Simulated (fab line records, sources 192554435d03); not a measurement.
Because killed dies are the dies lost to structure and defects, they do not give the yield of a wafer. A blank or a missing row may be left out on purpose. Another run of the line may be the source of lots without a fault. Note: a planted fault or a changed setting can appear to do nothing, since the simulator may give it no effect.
Code-filled problem report in 8D (eight disciplines) form / flow n5-finfet / the parts of the form that need people (team, actions taken, sign-off) are left out

1. THE PROBLEM
Wafers without a fault read 1499.8 rpm, standard deviation 1.1; spin-speed-rpm at N5_DUMMY_GATE_COAT_34 reads a mean of 1547.2 rpm on 6 wafers belonging to 2 lots. Relative to the usual mean, that is a shift of +43 standard deviations.
The step: time 60 s, resist thk 60 nm.
Earliest sighting: wafer L166.2 on litho-track-03 at day 5 23:44. The record holds 27 wafers of 9 lots with a number at this step. By rule, "out" or "out of limits" means more than 4 standard deviations away from the usual mean. Any other wafer with a number is counted as sound.

2. WHAT IT IS, WHAT IT ISN'T
question=which readings at this step | is=spin-speed-rpm | is not=-
question=which lots | is=L166, L167 | is not=L154, L155, L158, L162, L171, L175, L177
question=which wafers of those lots | is=all that have a number | is not=-
question=read on which tools | is=litho-track-03 | is not=litho-track-01, litho-track-05
question=when | is=from day 5 23:44 | is not=up to then (12 sound wafers); but 9 sound wafers of L171, L175, L177 came after

3. SUSPECTS, AND WHAT RULES EACH OUT
Counting: a tool stays on the suspect list if, at a process step up to the reading, it processed all lots that are out and no sound lot following the first of them.
- rtp-anneal-02 at N5_STI_FIN_REVEAL_DENSIFY_30: ruled out as a lasting fault. The sound lots L171, L177 went through it after L166, its earliest lot that is out (day 5 12:17).
- rie-diel-05 at N5_STI_FIN_REVEAL_ETCHBACK_08 (etches SiO2 in C4F6/O2, target depth 30.5 nm, time 10.167 s): kept. Every lot that is out went through it, starting with L166 (day 5 12:28), and after that it ran no sound lot; the last sound lot it ran before then is L162 (day 4 11:05).
- litho-track-03 at N5_DUMMY_GATE_COAT_34 (time 60 s, resist thk 60 nm): kept. Every lot that is out went through it, starting with L166 (day 5 23:44), and after that it ran no sound lot; the last sound lot it ran before then is L158 (day 3 21:56). Its own readings are out on those wafers: spin-speed-rpm.
The count leaves litho-track-03 at N5_DUMMY_GATE_COAT_34 and rie-diel-05 at N5_STI_FIN_REVEAL_ETCHBACK_08.

4. THE CAUSE (what the simulator had put in)
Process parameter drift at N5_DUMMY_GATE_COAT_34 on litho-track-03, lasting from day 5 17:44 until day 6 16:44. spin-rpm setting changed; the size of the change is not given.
This tool is one of the 2 suspects left after counting.

5. THE CHAIN OF EFFECTS, in route order
Each row: a reading where the mean over the struck wafers with a number is more than 3 standard deviations away from the usual. Readings are gone through only where the record gives a usual standard deviation; hours: the median, over the lots, of the time from a lot's start at the first step in this table giving one to that lot's start at this step; sigmas: the change measured in usual standard deviations.
hours=0; step=N5_DUMMY_GATE_COAT_34; reading=spin-speed-rpm; usual=1499.8 rpm; on struck wafers=1547.2; change=+47.4; sigmas=+43
The process steps in it:
- N5_DUMMY_GATE_COAT_34: time 60 s, resist thk 60 nm.
At these later measuring or inspecting steps, every struck wafer for which the step has a row has a number for every such reading, and none has moved that far: N5_BEOL_M4_RC_MEAS_101.

6. HOW IT WOULD HAVE BEEN CAUGHT EARLIER
The fault began at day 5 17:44; the first out-of-limits reading in this record came at day 5 23:44, 6 hours later.
